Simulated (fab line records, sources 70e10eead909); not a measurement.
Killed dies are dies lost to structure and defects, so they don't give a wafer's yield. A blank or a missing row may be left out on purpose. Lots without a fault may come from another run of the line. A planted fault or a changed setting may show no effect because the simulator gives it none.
Which tool did it? | flow nand_harc | 20 lots, 60 wafers sampled, at 6 steps of a route of 1302

WHAT THE GAUGES READ, wafer by wafer
The record holds no reading of a measuring or inspecting step that can be judged against a usual standard deviation.

WHICH TOOL RAN EACH LOT (tool, then ch and the chambers of the sampled wafers, then the start)
lot  | NHARC_A_CHANNEL_HOLE_D1_ETCH_44    | NHARC_A_CHANNEL_HOLE_D2_ETCH_23  | NHARC_A_CHANNEL_FILL_D2_ALD_02   | NHARC_A_STAIRCASE_DEP_156       | NHARC_A_STAIRCASE_ETCH_169         | NHARC_A_STAIRCASE_DESCUM_11
L074 | rie_diel-02 ch 1,3, day 8 15:28    | har_etch-02 ch 0, day 13 04:22   | ald_hk-04 ch 0,2, day 13 08:56   | pecvd-01 ch 0,2, day 15 09:03   | rie_diel-02 ch 0,1, day 15 10:17   | rie_diel-03 ch 0,1,2, day 15 12:22
L075 | rie_diel-13 ch 0,1,3, day 9 04:39  | har_etch-01 ch 0,1, day 13 13:13 | ald_hk-02 ch 0,2,3, day 13 17:51 | pecvd-01 ch 0,1,2, day 15 17:57 | rie_diel-05 ch 1,3, day 15 18:50   | rie_diel-03 ch 0,1,3, day 15 20:32
L076 | rie_diel-13 ch 2,3, day 9 15:25    | har_etch-01 ch 0,1, day 14 15:39 | ald_hk-01 ch 0,1,2, day 14 20:19 | pecvd-01 ch 0,1,2, day 16 20:54 | rie_diel-05 ch 0,1,2, day 16 21:56 | rie_diel-05 ch 0,1, day 17 01:01
L077 | rie_diel-13 ch 1,2,3, day 9 22:50  | har_etch-02 ch 0,1, day 14 15:28 | ald_hk-02 ch 0,1,3, day 14 20:04 | pecvd-04 ch 0,1, day 16 20:44   | rie_diel-03 ch 0,1, day 16 21:38   | rie_diel-03 ch 0,2,3, day 17 01:02
L078 | rie_diel-02 ch 0,1,2, day 9 23:14  | har_etch-01 ch 0,1, day 14 11:30 | ald_hk-02 ch 1,2, day 14 15:57   | pecvd-04 ch 0,1,2, day 16 16:56 | rie_diel-02 ch 1,2,3, day 16 17:52 | rie_diel-02 ch 0,3, day 16 19:37
L079 | rie_diel-13 ch 1,2,3, day 10 15:11 | har_etch-02 ch 0,1, day 15 00:01 | ald_hk-01 ch 0,1,2, day 15 04:31 | pecvd-04 ch 0,1,2, day 17 04:09 | rie_diel-02 ch 1,2,3, day 17 05:08 | rie_diel-02 ch 1,2,3, day 17 06:53
L080 | rie_diel-13 ch 0,1,2, day 11 10:14 | har_etch-02 ch 0, day 15 16:44   | ald_hk-01 ch 0,1,2, day 15 21:21 | pecvd-04 ch 0,1,2, day 17 23:51 | rie_diel-03 ch 0,2, day 18 00:47   | rie_diel-02 ch 1,2,3, day 18 02:43
L081 | rie_diel-02 ch 0,1,2, day 11 22:45 | har_etch-01 ch 0, day 16 08:26   | ald_hk-01 ch 1,2, day 16 12:53   | pecvd-01 ch 0,1, day 18 12:26   | rie_diel-03 ch 2,3, day 18 13:30   | rie_diel-02 ch 0,1,2, day 18 15:20
L082 | rie_diel-13 ch 1,2,3, day 12 02:52 | har_etch-02 ch 0,1, day 16 06:43 | ald_hk-01 ch 1,2,3, day 16 11:10 | pecvd-04 ch 0,1,2, day 18 12:16 | rie_diel-02 ch 0,2, day 18 13:21   | rie_diel-03 ch 0,1,3, day 18 15:07
L083 | rie_diel-13 ch 0,2,3, day 12 15:02 | har_etch-01 ch 0,1, day 17 13:16 | ald_hk-04 ch 1,2,3, day 17 18:28 | pecvd-01 ch 0,2, day 19 20:30   | rie_diel-05 ch 0,1,3, day 19 21:35 | rie_diel-05 ch 1,2,3, day 19 23:27
L084 | rie_diel-13 ch 1,2, day 12 21:14   | har_etch-02 ch 0,1, day 17 13:27 | ald_hk-02 ch 0,2,3, day 17 18:26 | pecvd-01 ch 0,2, day 20 00:46   | rie_diel-02 ch 1,3, day 20 01:46   | rie_diel-02 ch 0,1,3, day 20 08:41
L085 | rie_diel-13 ch 0,1,2, day 13 01:33 | har_etch-02 ch 0,1, day 17 17:22 | ald_hk-02 ch 0,2, day 17 21:55   | pecvd-02 ch 0,2, day 19 20:28   | rie_diel-05 ch 0,1,2, day 19 21:26 | rie_diel-02 ch 1,2,3, day 19 23:11
L086 | rie_diel-05 ch 1,2, day 13 16:14   | har_etch-01 ch 0,1, day 18 02:18 | ald_hk-01 ch 0,1,3, day 18 06:40 | pecvd-02 ch 0,1,2, day 20 06:37 | rie_diel-02 ch 1,2, day 20 09:17   | rie_diel-05 ch 2,3, day 20 11:05
L087 | rie_diel-05 ch 0,1, day 14 03:38   | har_etch-01 ch 0,1, day 18 17:21 | ald_hk-02 ch 1,2,3, day 18 21:49 | pecvd-04 ch 0,1,2, day 21 01:43 | rie_diel-02 ch 0,3, day 21 02:35   | rie_diel-02 ch 1,2, day 21 04:20
L088 | rie_diel-13 ch 0,1,3, day 14 14:40 | har_etch-01 ch 0,1, day 19 03:02 | ald_hk-02 ch 1,2,3, day 19 07:28 | pecvd-04 ch 0,1, day 21 07:59   | rie_diel-02 ch 0,2,3, day 21 09:04 | rie_diel-05 ch 0,1,3, day 21 11:01
L089 | rie_diel-13 ch 0,1,2, day 14 23:09 | har_etch-02 ch 0,1, day 19 04:25 | ald_hk-02 ch 1,2, day 19 12:14   | pecvd-04 ch 0,1,2, day 21 13:40 | rie_diel-02 ch 1,2,3, day 21 14:37 | rie_diel-05 ch 0,1,3, day 21 16:13
L090 | rie_diel-13 ch 1,2, day 15 15:38   | har_etch-02 ch 0,1, day 20 02:25 | ald_hk-02 ch 2,3, day 20 06:43   | pecvd-02 ch 0,1,2, day 22 08:55 | rie_diel-03 ch 0,1, day 22 10:02   | rie_diel-05 ch 0,1, day 22 11:39
L093 | rie_diel-05 ch 2,3, day 16 19:21   | har_etch-02 ch 0,1, day 21 13:11 | ald_hk-02 ch 1,2,3, day 21 17:44 | pecvd-01 ch 0,2, day 23 20:20   | rie_diel-02 ch 1,2,3, day 23 21:17 | rie_diel-05 ch 1,2,3, day 23 23:07
L094 | rie_diel-13 ch 0,2,3, day 17 08:17 | har_etch-02 ch 0,1, day 21 22:41 | ald_hk-01 ch 0,2,3, day 22 03:54 | pecvd-01 ch 0,1, day 24 05:52   | rie_diel-05 ch 0,1,2, day 24 06:56 | rie_diel-03 ch 2,3, day 24 08:41
L095 | rie_diel-13 ch 0,1, day 17 12:24   | har_etch-01 ch 0,1, day 21 22:50 | ald_hk-01 ch 0,2,3, day 22 03:32 | pecvd-02 ch 0,1,2, day 24 05:50 | rie_diel-02 ch 1,2, day 24 06:42   | rie_diel-02 ch 0,1, day 24 08:20
- NHARC_A_CHANNEL_HOLE_D1_ETCH_44: etches the open film in CF4/O2, target depth 140 nm, overetch 14 nm, time 77 s.
- NHARC_A_CHANNEL_HOLE_D2_ETCH_23: etches the open film in C4F8/O2/Ar, time 819 s, target depth 1600 nm.
- NHARC_A_CHANNEL_FILL_D2_ALD_02: deposits SiO2, target thk 6 nm, pulse time 10 s, ald cycles 60.
- NHARC_A_STAIRCASE_DEP_156: deposits SiNx, target thk 50 nm.
- NHARC_A_STAIRCASE_ETCH_169: etches the open film in CH3F/O2, target depth 50 nm, time 107.1 s.
- NHARC_A_STAIRCASE_DESCUM_11: chemistry O2, time 3 s.

WHAT THE TOOLS THEMSELVES READ (means of the sampled wafers that have a number; where no wafer has one, the mark that the record gives instead)
NHARC_A_CHANNEL_HOLE_D1_ETCH_44. Usual: chamber_pressure_mTorr 29.999 mTorr, standard deviation 0.027; drypump_motor_current_A 5.79 A, standard deviation 0.27; oes_product_au 0.997 a.u., standard deviation 0.0083; rf_vpp_V 197.8 V, standard deviation 1.1; showerhead_plenum_p_Torr 1.33 Torr, standard deviation 0.042; throttle_valve_pct 13.398 %, standard deviation 0.0094.
lot  | tool        | chamber_pressure_mTorr (mTorr) | drypump_motor_current_A (A) | oes_product_au (a.u.) | rf_vpp_V (V) | showerhead_plenum_p_Torr (Torr) | throttle_valve_pct (%) | flag
L074 | rie_diel-02 | 30.024                         | 6.03                        | 0.998                 | 197.6        | 1.33                            | 13.397                 |
L075 | rie_diel-13 | 29.980                         | 5.74                        | 0.993                 | 198.6        | 1.33                            | 13.396                 |
L076 | rie_diel-13 | 30.014                         | 5.70                        | 0.994                 | 197.3        | 1.34                            | 13.400                 |
L077 | rie_diel-13 | 29.972                         | 5.67                        | 1.002                 | 197.9        | 1.33                            | 13.398                 |
L078 | rie_diel-02 | 30.028                         | 5.83                        | 1.002                 | 197.2        | 1.32                            | 13.403                 |
L079 | rie_diel-13 | 29.982                         | 5.68                        | 0.998                 | 198.1        | 1.33                            | 13.400                 |
L080 | rie_diel-13 | 29.982                         | 5.77                        | 1.002                 | 198.1        | 1.35                            | 13.404                 |
L081 | rie_diel-02 | 30.003                         | 5.85                        | 0.998                 | 197.2        | 1.31                            | 13.397                 |
L082 | rie_diel-13 | 29.984                         | 5.68                        | 0.996                 | 197.8        | 1.33                            | 13.402                 |
L083 | rie_diel-13 | 30.013                         | 5.82                        | 0.996                 | 198.4        | 1.36                            | 13.397                 |
L084 | rie_diel-13 | 29.983                         | 5.65                        | 1.009                 | 197.4        | 1.32                            | 13.391                 |
L085 | rie_diel-13 | 29.989                         | 5.83                        | 1.016                 | 197.9        | 1.35                            | 13.396                 |
L086 | rie_diel-05 | 30.015                         | 6.06                        | 0.999                 | 197.4        | 1.37                            | 13.399                 |
L087 | rie_diel-05 | 30.014                         | 6.34                        | 0.999                 | 198.1        | 1.35                            | 13.403                 |
L088 | rie_diel-13 | 29.999                         | 5.76                        | 1.000                 | 197.9        | 1.32                            | 13.397                 |
L089 | rie_diel-13 | 30.016                         | 5.80                        | 0.997                 | 197.9        | 1.34                            | 13.394                 |
L090 | rie_diel-13 | 29.998                         | 5.64                        | 1.001                 | 197.9        | 1.31                            | 13.393                 |
L093 | rie_diel-05 | 30.000                         | 5.40                        | 0.988                 | 197.7        | 1.33                            | 13.399                 |
L094 | rie_diel-13 | 29.992                         | 5.81                        | 0.998                 | 198.7        | 1.36                            | 13.401                 |
L095 | rie_diel-13 | 30.020                         | 5.71                        | 0.991                 | 197.6        | 1.31                            | 13.395                 |

NHARC_A_CHANNEL_HOLE_D2_ETCH_23. Usual: chamber_pressure_mTorr 20.000 mTorr, standard deviation 0.019; drypump_motor_current_A 6.0 A, standard deviation 0.73; he_backside_leak_sccm 6.1 sccm, standard deviation 0.81; showerhead_plenum_p_Torr 3.66 Torr, standard deviation 0.16; temp_c -19.99 C, standard deviation 0.12; throttle_valve_pct 32.154 %, standard deviation 0.0087.
lot  | tool        | chamber_pressure_mTorr (mTorr) | drypump_motor_current_A (A) | he_backside_leak_sccm (sccm) | showerhead_plenum_p_Torr (Torr) | temp_c (C) | throttle_valve_pct (%) | flag
L074 | har_etch-02 | 19.983                         | 6.7                         | 7.9                          | 3.47                            | -20.02     | 32.149                 |
L075 | har_etch-01 | 20.012                         | 6.1                         | 5.8                          | 3.62                            | -20.10     | 32.152                 |
L076 | har_etch-01 | 20.010                         | 6.1                         | 5.9                          | 3.62                            | -19.94     | 32.151                 |
L077 | har_etch-02 | 19.998                         | 6.1                         | 7.4                          | 3.55                            | -19.97     | 32.155                 |
L078 | har_etch-01 | 19.993                         | 6.3                         | 5.7                          | 3.56                            | -20.01     | 32.150                 |
L079 | har_etch-02 | 19.997                         | 5.5                         | 8.3                          | 3.63                            | -20.04     | 32.160                 |
L080 | har_etch-02 | 19.989                         | 6.7                         | 7.3                          | 3.46                            | -19.88     | 32.157                 |
L081 | har_etch-01 | 20.005                         | 5.9                         | 6.0                          | 3.67                            | -19.75     | 32.161                 |
L082 | har_etch-02 | 19.999                         | 5.6                         | 6.7                          | 3.62                            | -20.08     | 32.151                 |
L083 | har_etch-01 | 20.001                         | 6.3                         | 5.8                          | 3.53                            | -20.00     | 32.151                 |
L084 | har_etch-02 | 19.992                         | 5.6                         | 5.3                          | 3.78                            | -19.98     | 32.153                 |
L085 | har_etch-02 | 19.998                         | 6.1                         | 5.4                          | 3.85                            | -20.14     | 32.153                 |
L086 | har_etch-01 | 19.997                         | 6.1                         | 6.1                          | 3.59                            | -19.95     | 32.151                 |
L087 | har_etch-01 | 19.993                         | 6.4                         | 5.8                          | 3.52                            | -20.02     | 32.154                 |
L088 | har_etch-01 | 20.002                         | 6.1                         | 5.8                          | 3.58                            | -19.87     | 32.149                 |
L089 | har_etch-02 | 19.986                         | 5.6                         | 5.5                          | 3.77                            | -20.11     | 32.148                 |
L090 | har_etch-02 | 20.001                         | 6.1                         | 6.1                          | 3.83                            | -20.08     | 32.149                 |
L093 | har_etch-02 | 20.009                         | 5.6                         | 6.0                          | 3.75                            | -19.99     | 32.152                 |
L094 | har_etch-02 | 20.026                         | 6.1                         | 6.1                          | 3.82                            | -20.03     | 32.158                 |
L095 | har_etch-01 | 19.971                         | 6.3                         | 5.8                          | 3.50                            | -20.06     | 32.150                 |

NHARC_A_CHANNEL_FILL_D2_ALD_02. Usual: heater_power_w 444 W, standard deviation 49; precursor_pulse_height_rel 0.999, standard deviation 0.018.
lot  | tool      | heater_power_w (W) | precursor_pulse_height_rel | flag
L074 | ald_hk-04 | 389                | 1.001                      |
L075 | ald_hk-02 | 426                | 0.997                      |
L076 | ald_hk-01 | 475                | 0.992                      |
L077 | ald_hk-02 | 439                | 0.999                      |
L078 | ald_hk-02 | 493                | 0.976                      |
L079 | ald_hk-01 | 474                | 0.995                      |
L080 | ald_hk-01 | 482                | 0.994                      |
L081 | ald_hk-01 | 493                | 1.012                      |
L082 | ald_hk-01 | 462                | 1.006                      |
L083 | ald_hk-04 | 441                | 1.001                      |
L084 | ald_hk-02 | 411                | 1.006                      |
L085 | ald_hk-02 | 433                | 1.012                      |
L086 | ald_hk-01 | 473                | 0.980                      |
L087 | ald_hk-02 | 438                | 0.991                      |
L088 | ald_hk-02 | 434                | 1.003                      |
L089 | ald_hk-02 | 473                | 1.002                      |
L090 | ald_hk-02 | 409                | 0.993                      |
L093 | ald_hk-02 | 436                | 1.011                      |
L094 | ald_hk-01 | 434                | 0.999                      |
L095 | ald_hk-01 | 439                | 1.013                      |

NHARC_A_STAIRCASE_DEP_156. Usual: heater_power_w 691 W, standard deviation 99.
lot  | tool     | heater_power_w (W) | flag
L074 | pecvd-01 | 761                |
L075 | pecvd-01 | 707                |
L076 | pecvd-01 | 697                |
L077 | pecvd-04 | 703                |
L078 | pecvd-04 | 746                |
L079 | pecvd-04 | 679                |
L080 | pecvd-04 | 714                |
L081 | pecvd-01 | 692                |
L082 | pecvd-04 | 656                |
L083 | pecvd-01 | 751                |
L084 | pecvd-01 | 751                |
L085 | pecvd-02 | 647                |
L086 | pecvd-02 | 651                |
L087 | pecvd-04 | 682                |
L088 | pecvd-04 | 676                |
L089 | pecvd-04 | 712                |
L090 | pecvd-02 | 637                |
L093 | pecvd-01 | 749                |
L094 | pecvd-01 | 660                |
L095 | pecvd-02 | 701                |

NHARC_A_STAIRCASE_ETCH_169. Usual: chamber_pressure_mTorr 25.000 mTorr, standard deviation 0.022; drypump_motor_current_A 6.0 A, standard deviation 0.38; oes_product_au 0.959 a.u., standard deviation 0.017; rf_vpp_V 243.8 V, standard deviation 1.5; showerhead_plenum_p_Torr 2.41 Torr, standard deviation 0.086; throttle_valve_pct 20.664 %, standard deviation 0.0099.
lot  | tool        | chamber_pressure_mTorr (mTorr) | drypump_motor_current_A (A) | oes_product_au (a.u.) | rf_vpp_V (V) | showerhead_plenum_p_Torr (Torr) | throttle_valve_pct (%) | flag
L074 | rie_diel-02 | 24.982                         | 5.8                         | 0.955                 | 243.0        | 2.43                            | 20.659                 |
L075 | rie_diel-05 | 25.002                         | 5.5                         | 0.963                 | 245.5        | 2.51                            | 20.663                 |
L076 | rie_diel-05 | 25.007                         | 6.2                         | 0.973                 | 243.8        | 2.42                            | 20.668                 |
L077 | rie_diel-03 | 24.991                         | 5.7                         | 0.967                 | 245.3        | 2.51                            | 20.668                 |
L078 | rie_diel-02 | 24.985                         | 6.1                         | 0.973                 | 243.6        | 2.38                            | 20.678                 |
L079 | rie_diel-02 | 24.984                         | 6.0                         | 0.958                 | 244.1        | 2.38                            | 20.673                 |
L080 | rie_diel-03 | 24.979                         | 6.3                         | 0.951                 | 242.6        | 2.36                            | 20.665                 |
L081 | rie_diel-03 | 25.005                         | 6.5                         | 0.958                 | 242.7        | 2.35                            | 20.672                 |
L082 | rie_diel-02 | 24.998                         | 5.7                         | 0.968                 | 244.0        | 2.44                            | 20.664                 |
L083 | rie_diel-05 | 25.008                         | 6.0                         | 0.941                 | 244.4        | 2.43                            | 20.659                 |
L084 | rie_diel-02 | 24.993                         | 6.1                         | 0.970                 | 244.1        | 2.41                            | 20.665                 |
L085 | rie_diel-05 | 25.001                         | 6.2                         | 0.959                 | 244.7        | 2.41                            | 20.668                 |
L086 | rie_diel-02 | 25.001                         | 6.0                         | 0.924                 | 243.1        | 2.34                            | 20.668                 |
L087 | rie_diel-02 | 25.022                         | 5.7                         | 0.966                 | 245.1        | 2.48                            | 20.666                 |
L088 | rie_diel-02 | 24.994                         | 5.9                         | 0.953                 | 243.6        | 2.41                            | 20.659                 |
L089 | rie_diel-02 | 24.997                         | 6.1                         | 0.971                 | 243.7        | 2.36                            | 20.675                 |
L090 | rie_diel-03 | 24.988                         | 5.6                         | 0.937                 | 245.6        | 2.51                            | 20.663                 |
L093 | rie_diel-02 | 25.008                         | 6.0                         | 0.979                 | 242.9        | 2.36                            | 20.663                 |
L094 | rie_diel-05 | 25.016                         | 6.2                         | 0.961                 | 242.8        | 2.39                            | 20.657                 |
L095 | rie_diel-02 | 25.012                         | 5.9                         | 0.962                 | 242.7        | 2.33                            | 20.670                 |

NHARC_A_STAIRCASE_DESCUM_11. Usual: chamber_pressure_mTorr 59.99 mTorr, standard deviation 0.057; drypump_motor_current_A 6.0 A, standard deviation 0.41; oes_product_au 0.997 a.u., standard deviation 0.0099; rf_vpp_V 57.7 V, standard deviation 0.79; showerhead_plenum_p_Torr 1.88 Torr, standard deviation 0.071; throttle_valve_pct 11.310 %, standard deviation 0.0092.
lot  | tool        | chamber_pressure_mTorr (mTorr) | drypump_motor_current_A (A) | oes_product_au (a.u.) | rf_vpp_V (V) | showerhead_plenum_p_Torr (Torr) | throttle_valve_pct (%) | flag
L074 | rie_diel-03 | 60.06                          | 6.0                         | 0.994                 | 57.6         | 1.91                            | 11.309                 |
L075 | rie_diel-03 | 59.98                          | 5.8                         | 0.992                 | 58.0         | 1.95                            | 11.307                 |
L076 | rie_diel-05 | 59.97                          | 6.5                         | 1.004                 | 57.6         | 1.85                            | 11.317                 |
L077 | rie_diel-03 | 60.01                          | 6.2                         | 0.986                 | 57.8         | 1.88                            | 11.316                 |
L078 | rie_diel-02 | 60.04                          | 5.9                         | 0.996                 | 58.1         | 1.92                            | 11.312                 |
L079 | rie_diel-02 | 60.00                          | 6.0                         | 0.993                 | 57.6         | 1.85                            | 11.310                 |
L080 | rie_diel-02 | 60.03                          | 6.0                         | 1.013                 | 57.6         | 1.85                            | 11.305                 |
L081 | rie_diel-02 | 59.99                          | 5.8                         | 1.000                 | 57.6         | 1.86                            | 11.315                 |
L082 | rie_diel-03 | 60.03                          | 5.9                         | 0.998                 | 57.6         | 1.94                            | 11.308                 |
L083 | rie_diel-05 | 60.03                          | 5.7                         | 0.996                 | 57.2         | 1.92                            | 11.314                 |
L084 | rie_diel-02 | 59.90                          | 5.9                         | 0.998                 | 57.3         | 1.89                            | 11.304                 |
L085 | rie_diel-02 | 59.93                          | 6.0                         | 1.002                 | 57.4         | 1.84                            | 11.311                 |
L086 | rie_diel-05 | 60.01                          | 5.6                         | 1.002                 | 57.9         | 1.87                            | 11.312                 |
L087 | rie_diel-02 | 60.01                          | 6.0                         | 1.000                 | 57.9         | 1.82                            | 11.307                 |
L088 | rie_diel-05 | 60.05                          | 6.1                         | 0.995                 | 56.9         | 1.89                            | 11.313                 |
L089 | rie_diel-05 | 59.97                          | 6.0                         | 0.999                 | 57.2         | 1.89                            | 11.321                 |
L090 | rie_diel-05 | 60.01                          | 6.4                         | 0.983                 | 57.4         | 1.91                            | 11.304                 |
L093 | rie_diel-05 | 59.97                          | 5.7                         | 0.994                 | 57.4         | 1.91                            | 11.311                 |
L094 | rie_diel-03 | 60.02                          | 6.4                         | 0.994                 | 57.6         | 1.86                            | 11.312                 |
L095 | rie_diel-02 | 59.99                          | 5.8                         | 0.996                 | 57.9         | 1.87                            | 11.305                 |

THE ANSWER, worked out from the rows above alone
Rule: a lot is off if the mean of its wafers that have a number lies more than 3 standard deviations from the usual mean. A lot without any number at a reading at which 4 lots or more have one is off too. The other lots that the step has rows for count as sound. The gauges are gone through in route order, then the tools' own readings, and for those a lot's mean is taken as printed above. The first step at which some lot is off is used, and at that step the reading that is off furthest; a lot without a number counts as furthest.
No lot is off at any reading shown: from this, nothing can be told.

WHAT THE SIMULATOR HAD PUT IN
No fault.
